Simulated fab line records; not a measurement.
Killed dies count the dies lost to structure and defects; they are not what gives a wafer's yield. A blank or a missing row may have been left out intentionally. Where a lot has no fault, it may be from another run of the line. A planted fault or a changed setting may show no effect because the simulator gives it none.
A struck lot beside a sound one / flow n5-finfet / 15 out of 1938 route steps
Sound: the wafers L650.1, L650.4, L650.5. Struck: wafer L655.1 (left out: L655.3, L655.5 of the same lot, which were not struck); the cause appears at the end.
Order at every step that has rows: each side's tool, ch and its chambers, its first start. Under that, the readings that differ: sound wafers / struck wafers / difference of the means / sigmas: that difference in standard deviations of wafers without a fault.
alike: same words and numbers on both sides, and readings whose means sit less than 2 such deviations apart. not compared: any withheld reading, any reading some wafer has no value for, any bound like >300 that may hide the same value, and any number with overlapping values for which the record gives no deviation.
The two part at a step that has a row with sigmas, a row that says differs or no value, or rows on one side only. Numbers that don't overlap but have no deviation are shown without sigmas and don't part them. A reading that every wafer of one side lacks parts them only if that side has two wafers or more.

N5_MOL_CONTACT_COAG_CD_MEAS_08: the cd target is 28 nm.
  sound on cd-sem-02 ch 0, day 5 17:54; struck on cd-sem-03 ch 0, day 6 22:52
  alike: cd-nm
N5_MOL_CONTACT_COAG_OVL_MEAS_09:
  sound on overlay-01 ch 0, day 5 17:56; struck on overlay-02 ch 0, day 6 22:54
  alike: CA_OVL
N5_MOL_CONTACT_COAG_INSPECT_10: inspects for defects (brightfield).
  sound: defect-inspect-01 at day 5 17:59; struck: defect-inspect-01 at day 6 22:57
reading=raw-defect-count; sound=127 216 77; struck=79; difference=-61; sigmas=-2
then, 1 step without rows for these wafers: N5_MOL_CONTACT_COAG_DESCUM_13 (chemistry O2, time 7 s).
N5_MOL_CONTACT_COAG_ETCH_59: etches underlayer in N2/H2, target depth 13 nm, time 10.4 s.
  sound on rie-diel-05 ch 0,2, day 5 18:04; struck on rie-diel-05 ch 1, day 6 23:01
reading=drypump-motor-current-A (A); sound=6.0 5.9 6.0; struck=5.0; difference=-1.0; sigmas=-2
  alike: etch-rf-on-time-s, oes-product-au, rf-fwd-power-W, rf-vpp-V, showerhead-plenum-p-Torr, throttle-valve-pct
  not compared: rf-hours-counter-h
N5_MOL_CONTACT_COAG_ETCH_105: etches SiARC in CF4, target depth 15.6 nm, time 26 s.
  sound on rie-diel-05 ch 0,2, day 5 18:05; struck on rie-diel-05 ch 1, day 6 23:02
  alike: drypump-motor-current-A, etch-rf-on-time-s, mfc-ar-sccm, oes-product-au, rf-fwd-power-W, rf-vpp-V, showerhead-plenum-p-Torr, throttle-valve-pct
  not compared: rf-hours-counter-h
N5_MOL_CONTACT_COAG_ETCH_106: etches SOC in N2/H2, target depth 80 nm, overetch 16 nm, time 120 s.
  sound on rie-diel-05 ch 0,2, day 5 18:07; struck on rie-diel-05 ch 1, day 6 23:04
  alike: drypump-motor-current-A, oes-product-au, rf-fwd-power-W, rf-vpp-V, showerhead-plenum-p-Torr, throttle-valve-pct
  not compared: rf-hours-counter-h
then, 2 steps without rows for these wafers: N5_MOL_CONTACT_COAG_STRIP_107 (strips in N2/H2); N5_MOL_CONTACT_COAG_STRIP_108 (strips in N2/H2).
N5_MOL_CONTACT_COAG_CONTACT_ETCH_14: etches SiO2 in C4F6/O2, target depth 27.5 nm, overetch 8.5 nm, time 20 s.
  sound on rie-diel-05 ch 0,2, day 5 18:13; struck on rie-diel-05 ch 1, day 6 23:10
  alike: drypump-motor-current-A, mfc-ar-sccm, oes_f_703_au, oes_o_777_au, oes-product-au, rf-fwd-power-W, rf-vpp-V, showerhead-plenum-p-Torr, throttle-valve-pct
  not compared: rf-hours-counter-h
then, 2 steps without rows for these wafers: N5_MOL_CONTACT_COAG_STRIP_109 (strips in C4F6/O2); N5_MOL_CONTACT_COAG_ETCH_15 (etches SiNx in CH3F/O2, stops on Si:P, target depth 7 nm).
N5_MOL_CONTACT_COAG_ETCH_110: etches Si in CF4/O2, target depth 2.5 nm, time 8 s.
  sound on rie-diel-05 ch 0,2, day 5 18:18; struck on rie-diel-05 ch 1, day 6 23:16
reading=oes_f_703_au (a.u.); sound=0.72 0.72 0.72; struck=0.98; difference=+0.26; sigmas=+4
reading=oes_o_777_au (a.u.); sound=0.72 0.72 0.72; struck=0.88; difference=+0.16; sigmas=+3
reading=rf-fwd-power-W (W); sound=196.5 199.0 197.3; struck=244.9; difference=+47.3; sigmas=+69
reading=rf-vpp-V (V); sound=124.2 124.7 125.1; struck=109.8; difference=-14.9; sigmas=-6
reading=model.etch.depth-nm (nm); sound=2.479 2.445 2.483; struck=2.942; difference=+0.473; sigmas=
  alike: drypump-motor-current-A, mfc-ar-sccm, oes-product-au, showerhead-plenum-p-Torr, throttle-valve-pct
  not compared: rf-hours-counter-h
N5_MOL_CONTACT_COAG_STRIP_98: strips in N2/H2.
  sound on rie-diel-05 ch 0,2, day 5 18:21; struck on rie-diel-05 ch 1, day 6 23:19
  alike: drypump-motor-current-A, oes-product-au, rf-vpp-V, showerhead-plenum-p-Torr, throttle-valve-pct
  not compared: rf-hours-counter-h
after that, 1 step had no rows for these wafers: N5_PASSIVATION_PROBE_49.

== WHERE THEY PART ==
Last at N5_MOL_CONTACT_COAG_ETCH_110 as far as this record goes, first at N5_MOL_CONTACT_COAG_INSPECT_10. Later steps at which nothing parts them and some readings are alike: N5_MOL_CONTACT_COAG_STRIP_98.

WHY: what had been put in by the simulator
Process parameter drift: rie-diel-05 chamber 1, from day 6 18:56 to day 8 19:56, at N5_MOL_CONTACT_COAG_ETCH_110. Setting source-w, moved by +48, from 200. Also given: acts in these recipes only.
